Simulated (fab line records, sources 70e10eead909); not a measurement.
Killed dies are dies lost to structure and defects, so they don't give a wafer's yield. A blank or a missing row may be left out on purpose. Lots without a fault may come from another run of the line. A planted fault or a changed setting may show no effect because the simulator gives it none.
fab line records | flow nand_harc | part 1 of 2: steps 1 to 4 of 6
record lots=24 wafers=72 last_day=33
route steps=1302 shown A_CHANNEL_HOLE_D2@603 A_CHANNEL_FILL_D2@614 A_STAIRCASE@673
lots that met no fault: from a run of the same line without faults
start_h: hours from the record's first day to the start of the lot's first wafer shown | wait_h: hours since the lot's step before | " the same as in the row above | L1.1+2: a row that stands for several wafers | - no value, or no start given | * or withheld: withheld | < > ~ a bound
route shown NAME@n: a module of which the file shows steps, and the number in the route of the first | usual: mean/standard deviation of fault-free wafers | same: alike in all rows | chamber/n: place in a boat | sites: the reading at each site | _std_site: their standard deviation | _edge_site: outer sites' mean less inner sites' | radius_mm: how far each site lies from the wafer's centre | mask NAME#n: copy n | behind: the tool/chamber that last shaped the wafer | hold: why the lot was held/for how many hours/how that ended | device: the transistor (n, p or np) that didn't switch | end of line: the same wafers' tests at the end of the route | a step without rows: its recipe alone | killed: dies lost to structure and defects at the first sort, not the wafer's yield | map: a wafer's dies, x killed, . not, _ none there
set.NAME: the setting as run; set.NAME@STEP: as run at that earlier step | model.NAME: the simulator's own value behind a step, which no gauge read
steps of the route over a sample of lots; a table a step, a row a wafer
services: from which hour (start_h, from the record's first day; less than 0 if before it) a tool's chamber was out of use, for how many hours, and why
## steps
# step NHARC_A_CHANNEL_HOLE_D2_ETCH_44
# recipe target_depth_a=1400 overetch_a=140 time_s=77 ion_energy_ev=100 cf4_flow_sccm=80 o2_flow_sccm=20 ar_flow_sccm=0 rf_w=300 bias_w=100 chemistry=CF4/O2
# usual drypump_motor_current_A=5.9/0.46 oes_f_703_au=1.000/0.0044 oes_product_au=0.999/0.009 rf_vpp_V=197.3/1.2 showerhead_plenum_p_Torr=1.31/0.04 throttle_valve_pct=13.397/0.0086
# columns lot.wafer tool chamber start_h wait_h drypump_motor_current_A oes_f_703_au oes_product_au rf_hours_counter_h rf_vpp_V showerhead_plenum_p_Torr throttle_valve_pct
L074.1 rie_diel-09 3 298.25 0.1 6.3 0.998 0.986 11 198.0 1.29 13.411
L074.5 " 0 " " 6.3 1.004 0.983 - 196.2 1.28 13.395
L074.4 " 1 " " 6.2 1.002 0.996 - 198.0 1.37 13.393
L075.1 rie_diel-03 1 305.32 0.1 5.8 1.003 1.001 1 197.1 1.35 13.407
L075.5 " 2 " " 6.3 0.994 0.991 - 197.8 1.33 13.410
L075.6 " 3 " " 5.7 1.000 1.000 - 195.8 1.25 13.391
L076.3 rie_diel-09 1 316.25 0.1 6.2 1.000 0.993 10 198.8 1.37 13.400
L076.2 " 2 " " 6.2 0.998 0.987 10 200.1 1.36 13.394
L076.4 " 3 " " 6.3 1.006 0.990 11 197.2 1.29 13.401
L077.2 rie_diel-03 3 334.22 0.1 5.7 1.006 0.989 2 197.2 1.25 13.402
L077.6 " 1 " " 5.8 1.001 0.996 - 199.0 1.35 13.401
L077.5 " 2 " " 6.3 1.000 0.982 - 198.1 1.33 13.401
L078.1 rie_diel-09 0 334.46 0.1 6.4 0.993 0.997 0 196.1 1.28 13.407
L078.3 " 2 " " 6.1 1.002 1.013 0 196.9 1.36 13.404
L078.5 " 0 " " 6.4 1.000 1.006 - 197.0 1.28 13.405
L079.3 rie_diel-03 2 350.26 0.1 6.3 0.999 0.984 3 196.0 1.33 13.393
L079.6 " 2 " " 6.3 1.005 0.991 - 198.2 1.33 13.379
L079.5 " 0 " " 5.3 0.996 1.011 - 197.4 1.30 13.394
L081.2 rie_diel-09 2 367.69 0.1 6.1 1.002 1.001 2 197.8 1.36 13.396
L081.1 " 3 " " 6.3 0.996 0.996 1 197.2 1.29 13.389
L081.3 " 0 " " 6.3 1.000 0.987 1 197.7 1.28 13.395
L080.4 rie_diel-03 2 368.41 0.1 6.3 0.996 0.991 5 196.6 1.33 13.394
L080.6 " 1 " " 5.8 1.000 0.985 - 198.2 1.35 13.401
L080.5 " 2 " " 6.3 1.003 0.976 - 198.3 1.33 13.383
L082.3 rie_diel-03 2 371.87 0.1 6.3 1.003 0.993 5 197.2 1.33 13.405
L082.4 " 3 " " 5.7 0.990 0.999 5 195.6 1.25 13.402
L082.5 " 1 " " 5.8 0.991 1.004 - 198.5 1.35 13.397
L083.4 rie_diel-03 0 389.02 0.1 5.3 0.993 0.997 5 196.9 1.30 13.398
L083.1 " 1 " " 5.9 1.000 0.995 4 198.0 1.35 13.381
L083.6 " 2 " " 6.3 1.001 0.988 - 197.0 1.33 13.389
L084.2 rie_diel-09 1 397.64 0.1 6.2 1.003 1.000 3 199.5 1.37 13.397
L084.3 " 2 " " 6.1 1.003 1.009 3 197.6 1.36 13.400
L084.6 " 3 " " 6.3 0.999 1.006 - 195.1 1.29 13.395
L085.4 rie_diel-03 1 405.93 0.0 5.8 0.999 1.005 6 199.1 1.35 13.382
L085.3 " 3 " " 5.7 1.003 1.010 7 196.6 1.25 13.385
L085.2 " 0 " " 5.3 1.004 1.009 6 198.2 1.30 13.399
L087.2 rie_diel-03 3 413.94 0.1 5.7 1.006 0.990 7 197.5 1.25 13.395
L087.4 " 1 " " 5.8 0.992 1.011 7 197.2 1.35 13.399
L087.5 " 3 " " 5.7 1.004 1.000 - 195.3 1.25 13.398
L086.4 rie_diel-02 1 416.05 0.0 4.9 0.995 0.999 0 198.4 1.30 13.399
L086.1 " 2 " " 6.2 0.999 0.995 0 199.4 1.42 13.395
L086.6 " 2 " " 6.2 0.996 0.989 - 202.2 1.42 13.397
L088.2 rie_diel-02 1 460.49 0.1 4.9 0.999 1.000 5 197.6 1.30 13.400
L088.3 " 3 " " 5.5 1.002 1.014 1 196.6 1.27 13.383
L088.5 " 0 " " 6.6 0.998 0.989 - 195.0 1.28 13.390
L089.4 rie_diel-09 1 463.44 0.1 6.1 1.001 0.987 7 198.4 1.37 13.388
L089.3 " 0 " " 6.3 0.999 0.999 7 197.6 1.28 13.396
L089.5 " 1 " " 6.2 0.993 1.002 - 199.6 1.37 13.399
L090.3 rie_diel-02 1 467.65 0.1 4.9 1.002 1.002 6 196.7 1.30 13.391
L090.1 " 0 " " 6.6 1.003 0.981 6 197.6 1.28 13.382
L090.6 " 3 " " 5.5 0.995 0.996 - 196.7 1.27 13.386
L091.1 rie_diel-02 0 471.81 0.1 6.6 0.994 0.977 6 197.8 1.28 13.407
L091.3 " 1 " " 4.9 1.001 1.015 6 196.6 1.30 13.394
L091.4 " 1 " " 4.9 1.008 1.010 - 197.2 1.30 13.390
L094.1 rie_diel-03 2 490.57 0.1 6.3 1.000 0.988 1 196.7 1.33 13.400
L094.4 " 0 " " 5.3 0.999 1.005 1 196.3 1.30 13.408
L094.5 " 1 " " 5.8 0.994 1.014 - 198.6 1.35 13.382
L092.1 rie_diel-09 2 490.75 0.1 6.1 1.004 0.997 9 197.0 1.35 13.401
L092.2 " 0 " " 6.4 0.998 0.999 8 197.7 1.28 13.410
L092.5 " 2 " " 6.2 1.004 1.000 - 198.3 1.35 13.404
L093.3 rie_diel-03 1 494.76 0.1 5.8 1.000 1.007 1 198.9 1.35 13.399
L093.6 " 2 " " 6.3 1.006 0.990 - 197.5 1.33 13.394
L093.5 " 3 " " 5.7 0.999 0.994 - 197.1 1.25 13.404
L096.1 rie_diel-03 1 511.36 0.1 5.8 1.004 1.000 2 197.5 1.35 13.386
L096.5 " 1 " " 5.8 0.990 0.996 - 198.0 1.35 13.404
L096.6 " 3 " " 5.7 0.993 1.003 - 196.1 1.25 13.390
L095.2 rie_diel-03 1 513.36 0.1 5.8 1.011 1.011 2 198.0 1.35 13.399
L095.6 " 3 " " 5.7 0.995 1.005 - 194.7 1.25 13.380
L095.5 " 0 " " 5.3 0.991 1.009 - 195.4 1.30 13.412
L097.1 rie_diel-02 3 519.77 0.1 5.5 0.996 0.999 6 196.4 1.27 13.386
L097.4 " 1 " " 4.9 1.003 1.017 - 198.8 1.30 13.401
L097.5 " 3 " " 5.5 0.995 1.000 - 196.3 1.27 13.396
# step NHARC_A_CHANNEL_FILL_D2_ALD_14
# recipe target_thk_a=25 pulse_time_s=10 ald_cycles=25 temp_c=300 material=SiO2
# usual heater_power_w=458/34 precursor_pulse_height_rel=0.999/0.02
# columns lot.wafer tool chamber start_h wait_h heater_power_w precursor_pulse_height_rel
L074.4 ald_hk-01 3 306.33 0.8 457 0.994
L074.1 " 1 " " 436 1.025
L074.5 " 3 " " 462 0.983
L075.1 ald_hk-02 2 313.89 0.2 525 0.980
L075.5 " 3 " " 389 1.014
L075.6 " 0 " " 486 0.997
L076.3 ald_hk-02 2 324.40 0.0 518 1.009
L076.4 " 3 " " 400 1.028
L076.2 " 1 " " 473 1.013
L077.2 ald_hk-01 2 342.45 0.1 448 0.985
L077.6 " 1 " " 441 1.017
L077.5 " 2 " " 451 0.975
L078.3 ald_hk-02 0 342.48 0.1 492 0.972
L078.1 " 1 " " 459 1.002
L078.5 " 3 " " 393 1.009
L079.3 ald_hk-01 2 358.58 0.0 461 0.983
L079.5 " 2 " " 454 0.984
L079.6 " 3 " " 457 0.995
L081.3 ald_hk-01 2 375.91 0.1 459 1.007
L081.2 " 3 " " 466 1.014
L081.1 " 0 " " 456 1.028
L080.4 ald_hk-04 1 375.98 0.2 417 0.997
L080.5 " 2 " " 519 0.971
L080.6 " 3 " " 444 0.980
L082.4 ald_hk-01 3 381.77 0.0 450 1.001
L082.3 " 1 " " 442 1.005
L082.5 " 3 " " 469 0.998
L083.4 ald_hk-01 0 397.27 0.0 468 1.011
L083.1 " 2 " " 464 1.011
L083.6 " 1 " " 435 1.036
L084.3 ald_hk-01 1 405.92 0.1 435 0.997
L084.2 " 3 " " 454 1.041
L084.6 " 0 " " 467 0.989
L085.4 ald_hk-02 0 414.11 0.0 478 0.988
L085.2 " 2 " " 514 1.027
L085.3 " 3 " " 382 0.987
L087.4 ald_hk-02 1 422.20 0.1 437 1.002
L087.2 " 2 " " 513 0.955
L087.5 " 0 " " 483 1.009
L086.4 ald_hk-02 2 422.39 0.3 519 1.017
L086.1 " 3 " " 396 0.980
L086.6 " 2 " " 526 1.023
L088.2 ald_hk-01 0 468.83 0.0 471 1.000
L088.3 " 2 " " 452 0.970
L088.5 " 0 " " 465 0.999
L089.4 ald_hk-02 3 471.66 0.1 387 0.962
L089.3 " 2 " " 520 0.964
L089.5 " 0 " " 489 0.992
L090.1 ald_hk-04 0 476.28 0.1 498 0.965
L090.3 " 2 " " 502 1.025
L090.6 " 0 " " 483 1.025
L091.4 ald_hk-04 2 480.40 0.0 502 0.986
L091.3 " 3 " " 448 0.996
L091.1 " 0 " " 481 0.989
L094.4 ald_hk-04 3 498.80 0.0 437 0.991
L094.1 " 0 " " 479 0.961
L094.5 " 0 " " 482 1.001
L092.1 ald_hk-02 1 498.84 0.1 427 0.981
L092.2 " 2 " " 505 1.000
L092.5 " 1 " " 425 1.029
L093.3 ald_hk-01 0 503.01 0.1 446 0.990
L093.5 " 3 " " 475 1.016
L093.6 " 0 " " 435 0.989
L096.1 ald_hk-02 2 519.64 0.0 534 0.995
L096.5 " 2 " " 517 1.017
L096.6 " 3 " " 390 1.030
L095.2 ald_hk-01 0 519.75 0.2 450 0.995
L095.5 " 1 " " 451 1.038
L095.6 " 2 " " 462 1.021
L097.4 ald_hk-01 1 531.25 3.0 446 1.011
L097.1 " 2 " " 467 1.025
L097.5 " 2 " " 454 1.001
# step NHARC_A_STAIRCASE_ETCH_17
# recipe target_depth_a=1000 time_s=40.5 ion_energy_ev=400 c4f8_flow_sccm=20 o2_flow_sccm=10 ar_flow_sccm=withheld rf_w=600 bias_w=1000 chemistry=C4F8/O2
# usual oes_product_au=0.942/0.012 rf_vpp_V=893/5.3
# columns lot.wafer tool chamber start_h wait_h oes_product_au rf_hours_counter_h rf_vpp_V
L074.4 rie_diel-05 1 - - 0.951 32 890
L074.1 " 2 " " 0.925 34 897
L074.5 " 3 " " 0.949 - 888
L075.1 rie_diel-11 3 - - 0.947 30 904
L075.5 " 0 " " 0.928 - 894
L075.6 " 1 " " 0.931 - 893
L076.3 rie_diel-04 3 - - 0.938 1 887
L076.2 " 1 " " 0.948 1 897
L076.4 " 2 " " 0.936 1 892
L078.1 rie_diel-04 0 - - 0.969 6 897
L078.3 " 2 " " 0.944 9 893
L078.5 " 0 " " 0.959 - 898
L077.2 rie_diel-11 2 - - 0.953 43 887
L077.6 " 1 " " 0.945 - 893
L077.5 " 2 " " 0.947 - 887
L079.3 rie_diel-04 1 - - 0.941 15 898
L079.6 " 3 " " 0.926 - 887
L079.5 " 0 " " 0.948 - 897
L081.3 rie_diel-05 2 - - 0.950 5 898
L081.2 " 3 " " 0.929 5 888
L081.1 " 1 " " 0.931 3 890
L080.4 rie_diel-04 2 - - 0.944 21 892
L080.5 " 3 " " 0.939 - 888
L080.6 " 0 " " 0.941 - 898
L082.3 rie_diel-05 2 - - 0.943 7 899
L082.5 " 2 " " 0.950 - 897
L082.4 " 3 " " 0.934 - 889
L083.1 rie_diel-04 1 - - 0.954 31 897
L083.4 " 3 " " 0.934 28 886
L083.6 " 1 " " 0.945 - 897
L084.2 rie_diel-05 0 - - 0.956 12 889
L084.3 " 3 " " 0.944 12 889
L084.6 " 0 " " 0.953 - 890
L085.4 rie_diel-05 1 - - 0.939 10 890
L085.2 " 3 " " 0.942 15 889
L085.3 " 0 " " 0.958 14 889
L087.2 rie_diel-05 0 - - 0.961 16 887
L087.4 " 2 " " 0.938 17 896
L087.5 " 1 " " 0.915 - 891
L086.4 rie_diel-04 3 - - 0.935 32 886
L086.1 " 1 " " 0.969 37 897
L086.6 " 2 " " 0.939 - 892
L089.3 rie_diel-04 2 - - 0.928 45 892
L089.4 " 0 " " 0.966 52 897
L089.5 " 2 " " 0.933 - 894
L088.2 rie_diel-05 3 - - 0.937 32 889
L088.3 " 0 " " 0.934 30 888
L088.5 " 2 " " 0.934 - 898
L091.1 rie_diel-11 0 - - 0.955 25 896
L091.4 " 1 " " 0.948 21 893
L091.3 " 3 " " 0.943 27 906
L090.1 rie_diel-04 2 - - 0.929 48 893
L090.3 " 3 " " 0.942 49 886
L090.6 " 3 " " 0.941 - 887
L092.2 rie_diel-04 3 - - 0.920 1 905
L092.1 " 0 " " 0.958 1 898
L092.5 " 0 " " 0.952 - 898
L094.4 rie_diel-04 0 - - 0.955 1 896
L094.1 " 1 " " 0.941 1 895
L094.5 " 1 " " 0.937 - 896
L093.3 rie_diel-11 3 - - 0.935 38 905
L093.5 " 2 " " 0.936 - 887
L093.6 " 3 " " 0.938 - 904
L096.1 rie_diel-04 3 - - 0.924 6 904
L096.6 " 3 " " 0.924 - 906
L096.5 " 0 " " 0.955 - 897
L095.2 rie_diel-05 2 - - 0.944 52 899
L095.5 " 0 " " 0.961 - 887
L095.6 " 1 " " 0.938 - 889
L097.1 rie_diel-04 3 - - 0.926 11 905
L097.4 " 0 " " 0.952 10 898
L097.5 " 0 " " 0.953 - 897
# step NHARC_A_STAIRCASE_TRIM_20
# recipe time_s=211.2 o2_flow_sccm=500 ar_flow_sccm=0 bias_w=0 chemistry=O2
# usual drypump_motor_current_A=5.9/0.46 oes_product_au=0.998/0.011 rf_vpp_V=57.7/0.85 showerhead_plenum_p_Torr=3.47/0.14 throttle_valve_pct=17.036/0.0087
# columns lot.wafer tool chamber start_h wait_h drypump_motor_current_A oes_product_au rf_hours_counter_h rf_vpp_V showerhead_plenum_p_Torr throttle_valve_pct
L074.4 rie_diel-04 3 351.28 0.1 5.6 1.001 54 57.0 3.31 17.024
L074.1 " 0 " " 6.6 1.012 50 59.6 3.59 17.033
L074.5 " 2 " " 5.6 0.987 - 57.7 3.46 17.044
L075.1 rie_diel-05 0 359.90 0.2 6.7 1.005 36 56.6 3.33 17.037
L075.6 " 1 " " 5.3 1.007 - 57.2 3.39 17.032
L075.5 " 2 " " 6.3 0.991 - 58.3 3.59 17.035
L076.2 rie_diel-11 3 371.11 0.1 5.3 0.997 33 58.9 3.79 17.051
L076.3 " 0 " " 6.3 0.992 40 56.3 3.48 17.039
L076.4 " 3 " " 5.4 0.988 - 59.2 3.79 17.046
L078.1 rie_diel-04 2 387.01 0.1 5.6 0.986 9 56.9 3.45 17.037
L078.3 " 3 " " 5.6 0.992 7 59.0 3.30 17.036
L078.5 " 1 " " 5.7 1.010 - 57.0 3.56 17.053
L077.2 rie_diel-04 0 388.16 0.1 6.6 1.017 7 58.0 3.59 17.027
L077.6 " 3 " " 5.6 0.996 - 57.1 3.30 17.039
L077.5 " 0 " " 6.6 1.008 - 55.6 3.59 17.042
L079.3 rie_diel-04 1 408.36 0.1 5.7 1.014 17 56.9 3.55 17.026
L079.5 " 0 " " 6.6 1.007 - 57.6 3.58 17.030
L079.6 " 1 " " 5.7 1.007 - 57.9 3.55 17.034
L081.2 rie_diel-05 3 425.59 0.1 5.8 0.988 5 57.6 3.33 17.030
L081.1 " 0 " " 6.7 1.004 4 56.2 3.33 17.033
L081.3 " 1 " " 5.3 0.979 4 59.1 3.38 17.044
L080.4 rie_diel-05 2 426.78 0.1 6.2 1.000 5 57.5 3.58 17.021
L080.5 " 3 " " 5.8 0.974 - 58.0 3.33 17.039
L080.6 " 0 " " 6.7 1.002 - 57.5 3.32 17.031
L082.3 rie_diel-05 3 431.43 0.1 5.8 0.988 8 57.4 3.33 17.047
L082.5 " 2 " " 6.3 0.996 - 58.5 3.58 17.044
L082.4 " 0 " " 6.7 1.003 - 58.5 3.32 17.036
L083.1 rie_diel-04 3 443.36 0.1 5.6 0.996 28 57.5 3.29 17.056
L083.4 " 1 " " 5.7 1.012 31 56.9 3.54 17.039
L083.6 " 0 " " 6.6 1.003 - 57.2 3.57 17.043
L084.3 rie_diel-11 3 451.70 0.1 5.4 0.999 3 57.7 3.77 17.027
L084.2 " 0 " " 6.3 0.989 4 56.0 3.47 17.036
L084.6 " 3 " " 5.4 1.000 - 58.6 3.77 17.039
L085.3 rie_diel-05 0 459.63 0.1 6.7 1.003 14 57.7 3.32 17.028
L085.2 " 1 " " 5.3 0.985 10 58.0 3.37 17.038
L085.4 " 2 " " 6.3 1.002 14 58.6 3.58 17.041
L087.4 rie_diel-05 3 466.29 0.1 5.7 0.991 18 57.2 3.33 17.027
L087.2 " 1 " " 5.3 0.971 13 57.4 3.37 17.031
L087.5 " 3 " " 5.8 1.000 - 57.4 3.33 17.053
L086.4 rie_diel-04 3 466.57 0.1 5.6 0.990 33 58.0 3.29 17.044
L086.1 " 0 " " 6.6 1.001 37 57.4 3.57 17.035
L086.6 " 2 " " 5.6 0.995 - 57.4 3.44 17.039
L089.4 rie_diel-11 2 515.79 0.1 5.5 1.002 20 57.5 3.30 17.025
L089.3 " 3 " " 5.4 1.003 25 57.9 3.76 17.045
L089.5 " 2 " " 5.5 1.000 - 57.6 3.30 17.042
L088.2 rie_diel-04 1 516.09 0.1 5.7 1.002 51 57.6 3.53 17.033
L088.3 " 2 " " 5.6 0.995 45 56.8 3.43 17.045
L088.5 " 0 " " 6.6 1.015 - 59.3 3.56 17.046
L091.1 rie_diel-11 0 524.81 0.1 6.2 0.991 26 57.7 3.46 17.047
L091.4 " 1 " " 5.8 0.990 21 57.4 3.41 17.047
L091.3 " 2 " " 5.5 1.000 23 58.1 3.30 17.053
L090.1 rie_diel-04 2 525.32 0.1 5.6 0.984 48 57.8 3.43 17.036
L090.3 " 3 " " 5.6 0.989 49 56.5 3.28 17.025
L090.6 " 0 " " 6.6 0.994 - 56.5 3.56 17.029
L092.2 rie_diel-04 0 544.97 0.1 6.6 1.017 1 56.4 3.56 17.043
L092.1 " 3 " " 5.6 0.982 1 57.5 3.81 17.037
L092.5 " 1 " " 5.7 1.002 - 59.1 3.53 17.036
L094.1 rie_diel-04 0 545.13 0.2 6.6 1.011 1 57.8 3.56 17.038
L094.4 " 2 " " 5.5 0.992 1 57.5 3.43 17.031
L094.5 " 3 " " 5.6 0.981 - 57.7 3.81 17.031
L093.3 rie_diel-05 2 549.80 0.1 6.3 1.007 49 58.0 3.56 17.043
L093.6 " 2 " " 6.2 1.019 - 57.8 3.56 17.023
L093.5 " 3 " " 5.8 0.999 - 55.7 3.31 17.050
L096.1 rie_diel-04 2 564.54 0.1 5.6 0.995 7 59.0 3.43 17.029
L096.6 " 3 " " 5.6 0.976 - 57.1 3.80 17.033
L096.5 " 0 " " 6.6 1.009 - 58.7 3.55 17.042
L095.2 rie_diel-05 2 564.82 0.1 6.2 1.025 52 58.5 3.56 17.049
L095.6 " 2 " " 6.2 1.022 - 57.5 3.56 17.037
L095.5 " 3 " " 5.8 1.007 - 57.3 3.31 17.030
L097.4 rie_diel-04 0 576.95 0.1 6.6 1.007 10 57.8 3.55 17.023
L097.1 " 3 " " 5.6 0.982 11 58.8 3.80 17.048
L097.5 " 0 " " 6.6 1.006 - 57.8 3.55 17.027
